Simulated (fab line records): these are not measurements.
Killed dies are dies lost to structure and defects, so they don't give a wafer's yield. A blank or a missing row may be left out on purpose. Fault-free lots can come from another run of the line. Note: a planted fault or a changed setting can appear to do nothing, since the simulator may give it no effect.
Chamber matching	flow n5_finfet	N5_BEOL_M1_STRIP_36 on rie_diel-03 has 4 sister chambers
The step strips in N2/H2. 16 wafers are shown with their chamber, then 8 later ones without.

WAFERS PAIRED WITH THEIR CHAMBERS
wafer	chamber	showerhead_plenum_p_Torr (Torr)	drypump_motor_current_A (A)	throttle_valve_pct (%)
L077.2	2	2.63	5.66	23.64
L077.3	3	2.39	5.79	23.73
L077.4	1	2.44	5.56	24.14
L078.1	3	2.39	5.77	23.70
L078.3	2	2.63	5.68	23.66
L078.5	1	2.44	5.60	24.11
L079.1	2	2.63	5.75	23.68
L079.2	1	2.44	5.61	24.06
L079.4	3	2.39	5.80	23.70
L080.2	2	2.63	5.70	23.63
L080.4	3	2.39	5.76	23.70
L080.5	3	2.39	5.77	23.70
L082.1	0	2.53	6.29	23.94
L082.4	1	2.44	5.58	24.08
L082.6	0	2.53	6.28	23.95
L088.3	2	2.62	5.72	23.67

SIGNATURES, as means of the wafers listed above
reading	chamber 0	chamber 1	chamber 2	chamber 3	scatter within a chamber
showerhead_plenum_p_Torr	2.5300	2.4400	2.6280	2.3900	0.00258
drypump_motor_current_A	6.2850	5.5875	5.7020	5.7780	0.025
throttle_valve_pct	23.9450	24.0975	23.6560	23.7060	0.0227
Rule: a wafer lies at a distance from a chamber equal to the root of the sum of squares, over the readings, of (its reading less the chamber's mean, divided by the reading's scatter). If the next closest chamber is less than 2 further off than the closest, the wafer can't be placed; otherwise it belongs to the closest. How the scatter is found: for the shown wafers, subtract from each reading the mean of its chamber, square and add these, divide the total by (wafers less chambers), then take the root.

WAFERS WITH NO CHAMBER GIVEN
wafer	showerhead_plenum_p_Torr (Torr)	drypump_motor_current_A (A)	throttle_valve_pct (%)
L088.4	2.43	5.60	24.13
L088.6	2.71	5.80	23.29
L092.1	2.52	6.31	24.00
L092.2	2.62	5.72	23.71
L092.5	2.52	6.27	24.00
L094.2	2.51	6.28	24.01
L094.3	2.70	5.79	23.32
L094.6	2.43	5.59	24.13

WHICH CHAMBER EACH WENT THROUGH
wafer	from the rows above	in truth
L088.4	1	1
L088.6	2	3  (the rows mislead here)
L092.1	0	0
L092.2	2	2
L092.5	0	0
L094.2	0	0
L094.3	2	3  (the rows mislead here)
L094.6	1	1
Correct placement for 6 of the 8. Left unplaced by these rows: 0. 2 placed wrongly.
